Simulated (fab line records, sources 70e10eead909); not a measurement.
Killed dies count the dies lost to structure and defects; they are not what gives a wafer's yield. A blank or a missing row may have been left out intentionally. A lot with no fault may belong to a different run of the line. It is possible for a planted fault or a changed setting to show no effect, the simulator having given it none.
Which tool is to blame? / flow nand harc / Sampling: 24 lots, 72 wafers, 6 of 1302 route steps

== WHAT EACH GAUGE READ, for each wafer ==
No reading from a measuring or inspecting step in the record can be judged against a usual standard deviation.

== WHAT TOOL EACH LOT RAN ON (gives the tool, then ch and the chambers of the sampled wafers, and finally the start) ==
lot=L074; NHARC_A_M0_CMP_23=cmp-02 ch 0,1,2, day 23 15:20; NHARC_A_M1_PVD_20=pvd sputter-02, day 23 19:31 or earlier; NHARC_A_M1_PVD_21=pvd sputter-02, day 23 19:31 or earlier; NHARC_A_M1_CMP_23=cmp-04 ch 0,2,3, day 23 19:31; NHARC_A_BONDPAD_DEP_00=pecvd-04 ch 0,1,2, day 23 20:44; NHARC_A_BONDPAD_CMP_29=cmp-02 ch 0,1,2, day 23 21:04
lot=L075; NHARC_A_M0_CMP_23=cmp-02 ch 1,3, day 23 16:45; NHARC_A_M1_PVD_20=pvd sputter-03, day 23 20:52 or earlier; NHARC_A_M1_PVD_21=pvd sputter-03, day 23 20:52 or earlier; NHARC_A_M1_CMP_23=cmp-04 ch 0,2,3, day 23 20:52; NHARC_A_BONDPAD_DEP_00=pecvd-04 ch 1,2, day 23 22:09; NHARC_A_BONDPAD_CMP_29=cmp-02 ch 1,2,3, day 23 22:31
lot=L077; NHARC_A_M0_CMP_23=cmp-01 ch 0,2, day 23 22:09; NHARC_A_M1_PVD_20=pvd sputter-01, day 24 02:10 or earlier; NHARC_A_M1_PVD_21=pvd sputter-01, day 24 02:10 or earlier; NHARC_A_M1_CMP_23=cmp-04 ch 1,3, day 24 02:10; NHARC_A_BONDPAD_DEP_00=pecvd-04 ch 0,2, day 24 03:44 or earlier; NHARC_A_BONDPAD_CMP_29=cmp-02 ch 1,2,3, day 24 03:44
lot=L076; NHARC_A_M0_CMP_23=cmp-04 ch 0,1,2, day 24 06:16; NHARC_A_M1_PVD_20=pvd sputter-03, day 24 10:31 or earlier; NHARC_A_M1_PVD_21=pvd sputter-03, day 24 10:31 or earlier; NHARC_A_M1_CMP_23=cmp-03 ch 0,1, day 24 10:31; NHARC_A_BONDPAD_DEP_00=pecvd-03 ch 0,1,2, day 24 11:41; NHARC_A_BONDPAD_CMP_29=cmp-03 ch 0,1, day 24 12:05
lot=L078; NHARC_A_M0_CMP_23=cmp-02 ch 0,2,3, day 24 06:23; NHARC_A_M1_PVD_20=pvd sputter-01, day 24 10:55 or earlier; NHARC_A_M1_PVD_21=pvd sputter-01, day 24 10:55 or earlier; NHARC_A_M1_CMP_23=cmp-04 ch 1,2,3, day 24 10:55; NHARC_A_BONDPAD_DEP_00=pecvd-03 ch 0,1, day 24 12:06; NHARC_A_BONDPAD_CMP_29=cmp-02 ch 0,2,3, day 24 12:32
lot=L079; NHARC_A_M0_CMP_23=cmp-01 ch 0,1, day 24 09:17; NHARC_A_M1_PVD_20=pvd sputter-03, day 24 13:22 or earlier; NHARC_A_M1_PVD_21=pvd sputter-03, day 24 13:22 or earlier; NHARC_A_M1_CMP_23=cmp-03 ch 0,1, day 24 13:22; NHARC_A_BONDPAD_DEP_00=pecvd-02 ch 1,2, day 24 14:37; NHARC_A_BONDPAD_CMP_29=cmp-02 ch 0,2,3, day 24 14:58
lot=L081; NHARC_A_M0_CMP_23=cmp-02 ch 2,3, day 25 11:38; NHARC_A_M1_PVD_20=pvd sputter-03, day 25 15:47 or earlier; NHARC_A_M1_PVD_21=pvd sputter-03, day 25 15:47 or earlier; NHARC_A_M1_CMP_23=cmp-03 ch 0,1, day 25 15:47; NHARC_A_BONDPAD_DEP_00=pecvd-04 ch 0,1,2, day 25 17:22 or earlier; NHARC_A_BONDPAD_CMP_29=cmp-02 ch 0,1,3, day 25 17:22
lot=L080; NHARC_A_M0_CMP_23=cmp-01 ch 0,1,2, day 25 14:30; NHARC_A_M1_PVD_20=pvd sputter-03, day 25 18:53 or earlier; NHARC_A_M1_PVD_21=pvd sputter-03, day 25 18:53 or earlier; NHARC_A_M1_CMP_23=cmp-02 ch 1,2, day 25 18:53; NHARC_A_BONDPAD_DEP_00=pecvd-03 ch 0,1,2, day 25 20:05; NHARC_A_BONDPAD_CMP_29=cmp-02 ch 0,1, day 25 20:29
lot=L082; NHARC_A_M0_CMP_23=cmp-01 ch 0,1,2, day 26 01:00; NHARC_A_M1_PVD_20=pvd sputter-01, day 26 05:09 or earlier; NHARC_A_M1_PVD_21=pvd sputter-01, day 26 05:09 or earlier; NHARC_A_M1_CMP_23=cmp-02 ch 0,2, day 26 05:09; NHARC_A_BONDPAD_DEP_00=pecvd-03 ch 0,2, day 26 06:30; NHARC_A_BONDPAD_CMP_29=cmp-01 ch 0,2,3, day 26 06:52
lot=L083; NHARC_A_M0_CMP_23=cmp-02 ch 1,2,3, day 26 03:08; NHARC_A_M1_PVD_20=pvd sputter-03, day 26 07:27 or earlier; NHARC_A_M1_PVD_21=pvd sputter-03, day 26 07:27 or earlier; NHARC_A_M1_CMP_23=cmp-04 ch 0,1, day 26 07:27; NHARC_A_BONDPAD_DEP_00=pecvd-02 ch 0,1, day 26 08:48; NHARC_A_BONDPAD_CMP_29=cmp-01 ch 0,2, day 26 09:22
lot=L084; NHARC_A_M0_CMP_23=cmp-01 ch 1,2, day 27 00:45; NHARC_A_M1_PVD_20=pvd sputter-03, day 27 05:22 or earlier; NHARC_A_M1_PVD_21=pvd sputter-03, day 27 05:22 or earlier; NHARC_A_M1_CMP_23=cmp-02 ch 0,2, day 27 05:22; NHARC_A_BONDPAD_DEP_00=pecvd-03 ch 0,1, day 27 06:32; NHARC_A_BONDPAD_CMP_29=cmp-02 ch 0,2,3, day 27 06:58
lot=L085; NHARC_A_M0_CMP_23=cmp-04 ch 0,2,3, day 27 07:14; NHARC_A_M1_PVD_20=pvd sputter-01, day 27 11:44 or earlier; NHARC_A_M1_PVD_21=pvd sputter-01, day 27 11:44 or earlier; NHARC_A_M1_CMP_23=cmp-04 ch 1,3, day 27 11:44; NHARC_A_BONDPAD_DEP_00=pecvd-03 ch 0,1,2, day 27 12:53; NHARC_A_BONDPAD_CMP_29=cmp-03 ch 0,1,2, day 27 13:20
lot=L086; NHARC_A_M0_CMP_23=cmp-01 ch 1,2, day 27 08:40; NHARC_A_M1_PVD_20=pvd sputter-02, day 27 12:41 or earlier; NHARC_A_M1_PVD_21=pvd sputter-02, day 27 12:41 or earlier; NHARC_A_M1_CMP_23=cmp-03 ch 0,3, day 27 12:41; NHARC_A_BONDPAD_DEP_00=pecvd-02 ch 0,1,2, day 27 13:54; NHARC_A_BONDPAD_CMP_29=cmp-03 ch 0,2,3, day 27 14:16
lot=L089; NHARC_A_M0_CMP_23=cmp-01 ch 0,2,3, day 28 08:34; NHARC_A_M1_PVD_20=pvd sputter-03, day 28 12:43 or earlier; NHARC_A_M1_PVD_21=pvd sputter-03, day 28 12:43 or earlier; NHARC_A_M1_CMP_23=cmp-02 ch 0,2,3, day 28 12:43; NHARC_A_BONDPAD_DEP_00=pecvd-02 ch 0,1,2, day 28 13:56; NHARC_A_BONDPAD_CMP_29=cmp-02 ch 0,3, day 28 14:19
lot=L088; NHARC_A_M0_CMP_23=cmp-02 ch 0,1,2, day 28 09:34; NHARC_A_M1_PVD_20=pvd sputter-03, day 28 13:49 or earlier; NHARC_A_M1_PVD_21=pvd sputter-03, day 28 13:49 or earlier; NHARC_A_M1_CMP_23=cmp-04 ch 1,2,3, day 28 13:49; NHARC_A_BONDPAD_DEP_00=pecvd-03 ch 0,1,2, day 28 15:01; NHARC_A_BONDPAD_CMP_29=cmp-02 ch 2,3, day 28 15:22
lot=L087; NHARC_A_M0_CMP_23=cmp-01 ch 0,1, day 28 14:56; NHARC_A_M1_PVD_20=pvd sputter-02, day 28 19:05 or earlier; NHARC_A_M1_PVD_21=pvd sputter-02, day 28 19:05 or earlier; NHARC_A_M1_CMP_23=cmp-04 ch 0,1,3, day 28 19:05; NHARC_A_BONDPAD_DEP_00=pecvd-02 ch 0,2, day 28 20:16; NHARC_A_BONDPAD_CMP_29=cmp-03 ch 0,2, day 28 20:41
lot=L092; NHARC_A_M0_CMP_23=cmp-02 ch 0,1, day 29 17:34; NHARC_A_M1_PVD_20=pvd sputter-01, day 29 21:45 or earlier; NHARC_A_M1_PVD_21=pvd sputter-01, day 29 21:45 or earlier; NHARC_A_M1_CMP_23=cmp-03 ch 0,2,3, day 29 21:45; NHARC_A_BONDPAD_DEP_00=pecvd-03 ch 0,1, day 29 22:55; NHARC_A_BONDPAD_CMP_29=cmp-03 ch 0,1,2, day 29 23:21
lot=L090; NHARC_A_M0_CMP_23=cmp-04 ch 0,1,3, day 29 20:24; NHARC_A_M1_PVD_20=pvd sputter-01, day 30 00:31 or earlier; NHARC_A_M1_PVD_21=pvd sputter-01, day 30 00:31 or earlier; NHARC_A_M1_CMP_23=cmp-02 ch 2,3, day 30 00:31; NHARC_A_BONDPAD_DEP_00=pecvd-04 ch 0,1,2, day 30 01:47; NHARC_A_BONDPAD_CMP_29=cmp-02 ch 0,1, day 30 02:07
lot=L091; NHARC_A_M0_CMP_23=cmp-04 ch 0,2, day 29 21:26; NHARC_A_M1_PVD_20=pvd sputter-03, day 30 01:35 or earlier; NHARC_A_M1_PVD_21=pvd sputter-03, day 30 01:35 or earlier; NHARC_A_M1_CMP_23=cmp-03 ch 0,1,3, day 30 01:35; NHARC_A_BONDPAD_DEP_00=pecvd-03 ch 0,1,2, day 30 02:48; NHARC_A_BONDPAD_CMP_29=cmp-03 ch 0,1, day 30 03:11
lot=L093; NHARC_A_M0_CMP_23=cmp-04 ch 0,2,3, day 30 18:37; NHARC_A_M1_PVD_20=pvd sputter-01, day 30 22:49 or earlier; NHARC_A_M1_PVD_21=pvd sputter-01, day 30 22:49 or earlier; NHARC_A_M1_CMP_23=cmp-02 ch 0,1,3, day 30 22:49; NHARC_A_BONDPAD_DEP_00=pecvd-03 ch 1,2, day 30 23:59; NHARC_A_BONDPAD_CMP_29=cmp-03 ch 0,1,3, day 31 00:23
lot=L094; NHARC_A_M0_CMP_23=cmp-01 ch 0,2, day 31 02:24; NHARC_A_M1_PVD_20=pvd sputter-02, day 31 06:41 or earlier; NHARC_A_M1_PVD_21=pvd sputter-02, day 31 06:41 or earlier; NHARC_A_M1_CMP_23=cmp-04 ch 0,2,3, day 31 06:41; NHARC_A_BONDPAD_DEP_00=pecvd-03 ch 0,1,2, day 31 07:47; NHARC_A_BONDPAD_CMP_29=cmp-01 ch 0,2,3, day 31 08:11
lot=L096; NHARC_A_M0_CMP_23=cmp-02 ch 1,2, day 31 21:47; NHARC_A_M1_PVD_20=pvd sputter-01, day 32 02:08 or earlier; NHARC_A_M1_PVD_21=pvd sputter-01, day 32 02:08 or earlier; NHARC_A_M1_CMP_23=cmp-02 ch 2,3, day 32 02:08; NHARC_A_BONDPAD_DEP_00=pecvd-03 ch 0,1, day 32 03:23; NHARC_A_BONDPAD_CMP_29=cmp-03 ch 1,3, day 32 03:44
lot=L095; NHARC_A_M0_CMP_23=cmp-04 ch 0,1,2, day 32 01:40; NHARC_A_M1_PVD_20=pvd sputter-01, day 32 05:50 or earlier; NHARC_A_M1_PVD_21=pvd sputter-01, day 32 05:50 or earlier; NHARC_A_M1_CMP_23=cmp-04 ch 0,1,3, day 32 05:50; NHARC_A_BONDPAD_DEP_00=pecvd-02 ch 0,2, day 32 07:00; NHARC_A_BONDPAD_CMP_29=cmp-02 ch 1,2,3, day 32 07:26
lot=L097; NHARC_A_M0_CMP_23=cmp-04 ch 0,1,3, day 32 13:40; NHARC_A_M1_PVD_20=pvd sputter-03, day 32 17:47 or earlier; NHARC_A_M1_PVD_21=pvd sputter-03, day 32 17:47 or earlier; NHARC_A_M1_CMP_23=cmp-03 ch 0,2,3, day 32 17:47; NHARC_A_BONDPAD_DEP_00=pecvd-02 ch 0,1,2, day 32 19:25 or earlier; NHARC_A_BONDPAD_CMP_29=cmp-02 ch 1,2,3, day 32 19:25
- NHARC_A_M0_CMP_23: polishes, t overpolish 20 s, target thk 113.75 nm.
- NHARC_A_M1_PVD_20: deposits TaN, target thk 5 nm, time 8.06 s.
- NHARC_A_M1_PVD_21: deposits Cu, target thk 30 nm, time 20.49 s.
- NHARC_A_M1_CMP_23: polishes, t overpolish 20 s, target thk 154.34 nm.
- NHARC_A_BONDPAD_DEP_00: deposits SiCN, target thk 250 nm.
- NHARC_A_BONDPAD_CMP_29: polishes SiCN, target thk 200 nm.

== WHAT THE TOOLS THEMSELVES READ (means of the sampled wafers that have a number; where no wafer has one, the mark that the record gives instead) ==
NHARC_A_M0_CMP_23. Usual: motor current A 12.5 A, standard deviation 1; time to endpoint s 30 s, standard deviation 4.
lot=L074; tool=cmp-02; motor current A (A)=12.9; time to endpoint s (s)=28; flag=
lot=L075; tool=cmp-02; motor current A (A)=12.7; time to endpoint s (s)=36; flag=
lot=L077; tool=cmp-01; motor current A (A)=11.6; time to endpoint s (s)=26; flag=
lot=L076; tool=cmp-04; motor current A (A)=11.9; time to endpoint s (s)=26; flag=
lot=L078; tool=cmp-02; motor current A (A)=13.5; time to endpoint s (s)=30; flag=
lot=L079; tool=cmp-01; motor current A (A)=13.0; time to endpoint s (s)=26; flag=
lot=L081; tool=cmp-02; motor current A (A)=13.1; time to endpoint s (s)=32; flag=
lot=L080; tool=cmp-01; motor current A (A)=12.7; time to endpoint s (s)=26; flag=
lot=L082; tool=cmp-01; motor current A (A)=12.4; time to endpoint s (s)=26; flag=
lot=L083; tool=cmp-02; motor current A (A)=12.4; time to endpoint s (s)=32; flag=
lot=L084; tool=cmp-01; motor current A (A)=12.2; time to endpoint s (s)=28; flag=
lot=L085; tool=cmp-04; motor current A (A)=12.1; time to endpoint s (s)=31; flag=
lot=L086; tool=cmp-01; motor current A (A)=12.0; time to endpoint s (s)=29; flag=
lot=L089; tool=cmp-01; motor current A (A)=11.7; time to endpoint s (s)=25; flag=
lot=L088; tool=cmp-02; motor current A (A)=13.1; time to endpoint s (s)=33; flag=
lot=L087; tool=cmp-01; motor current A (A)=12.8; time to endpoint s (s)=26; flag=
lot=L092; tool=cmp-02; motor current A (A)=13.2; time to endpoint s (s)=36; flag=
lot=L090; tool=cmp-04; motor current A (A)=12.1; time to endpoint s (s)=30; flag=
lot=L091; tool=cmp-04; motor current A (A)=11.8; time to endpoint s (s)=31; flag=
lot=L093; tool=cmp-04; motor current A (A)=12.2; time to endpoint s (s)=31; flag=
lot=L094; tool=cmp-01; motor current A (A)=11.6; time to endpoint s (s)=28; flag=
lot=L096; tool=cmp-02; motor current A (A)=12.4; time to endpoint s (s)=38; flag=
lot=L095; tool=cmp-04; motor current A (A)=12.2; time to endpoint s (s)=28; flag=
lot=L097; tool=cmp-04; motor current A (A)=12.2; time to endpoint s (s)=29; flag=

NHARC_A_M1_PVD_20. Usual: throttle valve pct at 29.9 %, with a standard deviation of 1.
lot=L074; tool=pvd sputter-02; throttle valve pct (%)=29.7; flag=
lot=L075; tool=pvd sputter-03; throttle valve pct (%)=30.4; flag=
lot=L077; tool=pvd sputter-01; throttle valve pct (%)=30.7; flag=
lot=L076; tool=pvd sputter-03; throttle valve pct (%)=30.1; flag=
lot=L078; tool=pvd sputter-01; throttle valve pct (%)=30.4; flag=
lot=L079; tool=pvd sputter-03; throttle valve pct (%)=30.1; flag=
lot=L081; tool=pvd sputter-03; throttle valve pct (%)=30.0; flag=
lot=L080; tool=pvd sputter-03; throttle valve pct (%)=30.0; flag=
lot=L082; tool=pvd sputter-01; throttle valve pct (%)=30.6; flag=
lot=L083; tool=pvd sputter-03; throttle valve pct (%)=30.0; flag=
lot=L084; tool=pvd sputter-03; throttle valve pct (%)=30.3; flag=
lot=L085; tool=pvd sputter-01; throttle valve pct (%)=29.1; flag=
lot=L086; tool=pvd sputter-02; throttle valve pct (%)=29.8; flag=
lot=L089; tool=pvd sputter-03; throttle valve pct (%)=29.6; flag=
lot=L088; tool=pvd sputter-03; throttle valve pct (%)=29.7; flag=
lot=L087; tool=pvd sputter-02; throttle valve pct (%)=29.8; flag=
lot=L092; tool=pvd sputter-01; throttle valve pct (%)=30.1; flag=
lot=L090; tool=pvd sputter-01; throttle valve pct (%)=30.7; flag=
lot=L091; tool=pvd sputter-03; throttle valve pct (%)=30.4; flag=
lot=L093; tool=pvd sputter-01; throttle valve pct (%)=30.3; flag=
lot=L094; tool=pvd sputter-02; throttle valve pct (%)=29.8; flag=
lot=L096; tool=pvd sputter-01; throttle valve pct (%)=30.6; flag=
lot=L095; tool=pvd sputter-01; throttle valve pct (%)=30.5; flag=
lot=L097; tool=pvd sputter-03; throttle valve pct (%)=30.5; flag=

NHARC_A_M1_PVD_21. Usual: throttle valve pct at 30.0 %, with a standard deviation of 1.
lot=L074; tool=pvd sputter-02; throttle valve pct (%)=29.9; flag=
lot=L075; tool=pvd sputter-03; throttle valve pct (%)=30.2; flag=
lot=L077; tool=pvd sputter-01; throttle valve pct (%)=30.2; flag=
lot=L076; tool=pvd sputter-03; throttle valve pct (%)=29.5; flag=
lot=L078; tool=pvd sputter-01; throttle valve pct (%)=30.2; flag=
lot=L079; tool=pvd sputter-03; throttle valve pct (%)=29.7; flag=
lot=L081; tool=pvd sputter-03; throttle valve pct (%)=29.6; flag=
lot=L080; tool=pvd sputter-03; throttle valve pct (%)=30.5; flag=
lot=L082; tool=pvd sputter-01; throttle valve pct (%)=28.5; flag=
lot=L083; tool=pvd sputter-03; throttle valve pct (%)=30.0; flag=
lot=L084; tool=pvd sputter-03; throttle valve pct (%)=29.3; flag=
lot=L085; tool=pvd sputter-01; throttle valve pct (%)=30.2; flag=
lot=L086; tool=pvd sputter-02; throttle valve pct (%)=29.7; flag=
lot=L089; tool=pvd sputter-03; throttle valve pct (%)=30.3; flag=
lot=L088; tool=pvd sputter-03; throttle valve pct (%)=29.6; flag=
lot=L087; tool=pvd sputter-02; throttle valve pct (%)=29.5; flag=
lot=L092; tool=pvd sputter-01; throttle valve pct (%)=29.4; flag=
lot=L090; tool=pvd sputter-01; throttle valve pct (%)=30.5; flag=
lot=L091; tool=pvd sputter-03; throttle valve pct (%)=29.9; flag=
lot=L093; tool=pvd sputter-01; throttle valve pct (%)=30.4; flag=
lot=L094; tool=pvd sputter-02; throttle valve pct (%)=29.9; flag=
lot=L096; tool=pvd sputter-01; throttle valve pct (%)=31.4; flag=
lot=L095; tool=pvd sputter-01; throttle valve pct (%)=30.2; flag=
lot=L097; tool=pvd sputter-03; throttle valve pct (%)=30.5; flag=

NHARC_A_M1_CMP_23. Usual: motor current A 12.8 A, standard deviation 0.96; time to endpoint s 29 s, standard deviation 3.6.
lot=L074; tool=cmp-04; motor current A (A)=11.8; time to endpoint s (s)=31; flag=
lot=L075; tool=cmp-04; motor current A (A)=12.2; time to endpoint s (s)=31; flag=
lot=L077; tool=cmp-04; motor current A (A)=13.2; time to endpoint s (s)=25; flag=
lot=L076; tool=cmp-03; motor current A (A)=14.1; time to endpoint s (s)=27; flag=
lot=L078; tool=cmp-04; motor current A (A)=13.2; time to endpoint s (s)=26; flag=
lot=L079; tool=cmp-03; motor current A (A)=13.3; time to endpoint s (s)=29; flag=
lot=L081; tool=cmp-03; motor current A (A)=13.9; time to endpoint s (s)=27; flag=
lot=L080; tool=cmp-02; motor current A (A)=12.2; time to endpoint s (s)=37; flag=
lot=L082; tool=cmp-02; motor current A (A)=13.6; time to endpoint s (s)=24; flag=
lot=L083; tool=cmp-04; motor current A (A)=12.4; time to endpoint s (s)=25; flag=
lot=L084; tool=cmp-02; motor current A (A)=13.8; time to endpoint s (s)=31; flag=
lot=L085; tool=cmp-04; motor current A (A)=13.2; time to endpoint s (s)=27; flag=
lot=L086; tool=cmp-03; motor current A (A)=12.4; time to endpoint s (s)=29; flag=
lot=L089; tool=cmp-02; motor current A (A)=13.8; time to endpoint s (s)=30; flag=
lot=L088; tool=cmp-04; motor current A (A)=12.7; time to endpoint s (s)=27; flag=
lot=L087; tool=cmp-04; motor current A (A)=12.3; time to endpoint s (s)=29; flag=
lot=L092; tool=cmp-03; motor current A (A)=12.5; time to endpoint s (s)=29; flag=
lot=L090; tool=cmp-02; motor current A (A)=13.2; time to endpoint s (s)=32; flag=
lot=L091; tool=cmp-03; motor current A (A)=12.8; time to endpoint s (s)=28; flag=
lot=L093; tool=cmp-02; motor current A (A)=12.8; time to endpoint s (s)=31; flag=
lot=L094; tool=cmp-04; motor current A (A)=12.2; time to endpoint s (s)=29; flag=
lot=L096; tool=cmp-02; motor current A (A)=12.7; time to endpoint s (s)=33; flag=
lot=L095; tool=cmp-04; motor current A (A)=12.3; time to endpoint s (s)=29; flag=
lot=L097; tool=cmp-03; motor current A (A)=12.5; time to endpoint s (s)=31; flag=

NHARC_A_BONDPAD_DEP_00. Usual: heater power w at 574 W, with a standard deviation of 78.
lot=L074; tool=pecvd-04; heater power w (W)=604; flag=
lot=L075; tool=pecvd-04; heater power w (W)=664; flag=
lot=L077; tool=pecvd-04; heater power w (W)=661; flag=
lot=L076; tool=pecvd-03; heater power w (W)=557; flag=
lot=L078; tool=pecvd-03; heater power w (W)=502; flag=
lot=L079; tool=pecvd-02; heater power w (W)=660; flag=
lot=L081; tool=pecvd-04; heater power w (W)=633; flag=
lot=L080; tool=pecvd-03; heater power w (W)=566; flag=
lot=L082; tool=pecvd-03; heater power w (W)=572; flag=
lot=L083; tool=pecvd-02; heater power w (W)=566; flag=
lot=L084; tool=pecvd-03; heater power w (W)=487; flag=
lot=L085; tool=pecvd-03; heater power w (W)=512; flag=
lot=L086; tool=pecvd-02; heater power w (W)=603; flag=
lot=L089; tool=pecvd-02; heater power w (W)=581; flag=
lot=L088; tool=pecvd-03; heater power w (W)=527; flag=
lot=L087; tool=pecvd-02; heater power w (W)=514; flag=
lot=L092; tool=pecvd-03; heater power w (W)=469; flag=
lot=L090; tool=pecvd-04; heater power w (W)=585; flag=
lot=L091; tool=pecvd-03; heater power w (W)=565; flag=
lot=L093; tool=pecvd-03; heater power w (W)=573; flag=
lot=L094; tool=pecvd-03; heater power w (W)=504; flag=
lot=L096; tool=pecvd-03; heater power w (W)=466; flag=
lot=L095; tool=pecvd-02; heater power w (W)=608; flag=
lot=L097; tool=pecvd-02; heater power w (W)=578; flag=

NHARC_A_BONDPAD_CMP_29. Usual: motor current A at 12.9 A, with a standard deviation of 1.1.
lot=L074; tool=cmp-02; motor current A (A)=12.9; flag=
lot=L075; tool=cmp-02; motor current A (A)=12.6; flag=
lot=L077; tool=cmp-02; motor current A (A)=12.6; flag=
lot=L076; tool=cmp-03; motor current A (A)=13.9; flag=
lot=L078; tool=cmp-02; motor current A (A)=13.6; flag=
lot=L079; tool=cmp-02; motor current A (A)=13.6; flag=
lot=L081; tool=cmp-02; motor current A (A)=13.2; flag=
lot=L080; tool=cmp-02; motor current A (A)=12.7; flag=
lot=L082; tool=cmp-01; motor current A (A)=11.7; flag=
lot=L083; tool=cmp-01; motor current A (A)=11.7; flag=
lot=L084; tool=cmp-02; motor current A (A)=13.8; flag=
lot=L085; tool=cmp-03; motor current A (A)=13.4; flag=
lot=L086; tool=cmp-03; motor current A (A)=12.6; flag=
lot=L089; tool=cmp-02; motor current A (A)=13.7; flag=
lot=L088; tool=cmp-02; motor current A (A)=12.7; flag=
lot=L087; tool=cmp-03; motor current A (A)=13.2; flag=
lot=L092; tool=cmp-03; motor current A (A)=13.5; flag=
lot=L090; tool=cmp-02; motor current A (A)=13.2; flag=
lot=L091; tool=cmp-03; motor current A (A)=13.7; flag=
lot=L093; tool=cmp-03; motor current A (A)=12.8; flag=
lot=L094; tool=cmp-01; motor current A (A)=11.6; flag=
lot=L096; tool=cmp-03; motor current A (A)=12.4; flag=
lot=L095; tool=cmp-02; motor current A (A)=12.5; flag=
lot=L097; tool=cmp-02; motor current A (A)=12.8; flag=

== THE ANSWER, worked out from the rows above alone ==
Rule: a lot is off if the mean of its wafers that have a number lies more than 3 standard deviations from the usual mean. Also off: a lot with no number at a reading for which 4 or more lots have one. The other lots that the step has rows for count as sound. Order of review: gauges by route order, followed by the tools' own readings, for which a lot's mean as printed above is used. At the first step where some lot is off, the reading lying furthest off is the one used; lots without a number count as furthest.
Nothing can be told from this: no lot is off at any reading shown.

== WHAT WAS PUT IN BY THE SIMULATOR ==
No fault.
